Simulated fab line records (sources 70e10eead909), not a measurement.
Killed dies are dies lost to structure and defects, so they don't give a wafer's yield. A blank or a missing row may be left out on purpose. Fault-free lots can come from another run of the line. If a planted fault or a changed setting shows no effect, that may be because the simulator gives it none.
A lot that was struck, set against a sound lot / flow nand_harc / 14 out of 1302 route steps
Sound: wafers L921.1, L921.4, L921.5. Struck: wafer L914.3 (left out: L914.4, L914.6 of the same lot, which were not struck); the cause appears at the end.
For every step that has rows: the tool of each side, followed by ch and its chambers, followed by its first start. Under that, the readings that differ: sound wafers / struck wafers / difference of the means / sigmas: that difference in standard deviations of wafers without a fault.
alike: same words and numbers on both sides, and readings whose means sit less than 2 such deviations apart. not compared: any withheld reading, any reading some wafer has no value for, any bound like >300 that may hide the same value, and any number with overlapping values for which the record gives no deviation.
A row with sigmas, a row that says differs or no value, or rows on one side alone: a step with any of these is where the two part. Non-overlapping numbers with no deviation appear without sigmas and do not part them. Lack of a reading on every wafer of one side parts them only where that side has two or more wafers.

first, 8 steps without rows for these wafers: NHARC_A_CONTACT_COAT_61 (time 75 s); NHARC_A_CONTACT_COAT_62 (time 65 s); NHARC_A_CONTACT_COAT_63 (resist thk 90 nm); NHARC_A_CONTACT_SOFTBAKE_64 (time 55 s); NHARC_A_CONTACT_EBR_65; NHARC_A_CONTACT_EXPOSE_66 (exposes mask A CC 2); NHARC_A_CONTACT_PEB_67 (peb time 65 s); NHARC_A_CONTACT_DEVELOP_68 (develop time 35 s).
NHARC_A_CONTACT_CD_MEAS_69: the cd target is 300 nm.
  sound on cd_sem-02 ch 0, day 30 10:10; struck on cd_sem-02 ch 0, day 27 07:31
  alike: cd_nm
NHARC_A_CONTACT_OVL_MEAS_70:
  sound: overlay-01 at day 30 10:16; struck: overlay-02 at day 27 07:36
reading=overlay_x_nm (nm); sound=-2.1 -1.8 -1.6; struck=0.4; difference=+2.2; sigmas=+3
  alike: overlay_y_nm
NHARC_A_CONTACT_INSPECT_71:
  sound: defect_inspect-02 at day 30 10:18; struck: defect_inspect-01 at day 27 07:38
  alike: raw_defect_count
NHARC_A_CONTACT_DESCUM_74: chemistry O2, time 3 s.
  sound on rie_diel-04 ch 0,2,3, day 30 10:22; struck on rie_diel-04 ch 3, day 27 07:42
  alike: drypump_motor_current_A, oes_product_au, rf_vpp_V, showerhead_plenum_p_Torr, throttle_valve_pct
  not compared: rf_hours_counter_h
NHARC_A_CONTACT_ETCH_75: etches the open film in CF4, target depth 39 nm, time 65 s.
  sound on rie_diel-04 ch 0,2,3, day 30 10:28; struck on rie_diel-04 ch 1, day 27 07:50
reading=run_length_s (s); sound=85.7 86.2 86.9; struck=68.2; difference=-18.1; sigmas=-45
  alike: drypump_motor_current_A, oes_product_au, rf_vpp_V, showerhead_plenum_p_Torr, throttle_valve_pct
  not compared: bias_w, rf_hours_counter_h
NHARC_A_CONTACT_ETCH_76: etches the open film in N2/H2, target depth 260 nm, time 475.3 s.
  sound: rie_diel-04 ch 0,3; struck: rie_diel-04 ch 3
  alike: bias_w, drypump_motor_current_A, oes_product_au, rf_vpp_V, run_length_s, showerhead_plenum_p_Torr, throttle_valve_pct
  not compared: rf_hours_counter_h

WHERE THEY PART
At NHARC_A_CONTACT_OVL_MEAS_70 first; at NHARC_A_CONTACT_ETCH_75 last (within this record only). Later steps at which nothing parts them and some readings are alike: NHARC_A_CONTACT_ETCH_76.

WHY: whatever the simulator had introduced
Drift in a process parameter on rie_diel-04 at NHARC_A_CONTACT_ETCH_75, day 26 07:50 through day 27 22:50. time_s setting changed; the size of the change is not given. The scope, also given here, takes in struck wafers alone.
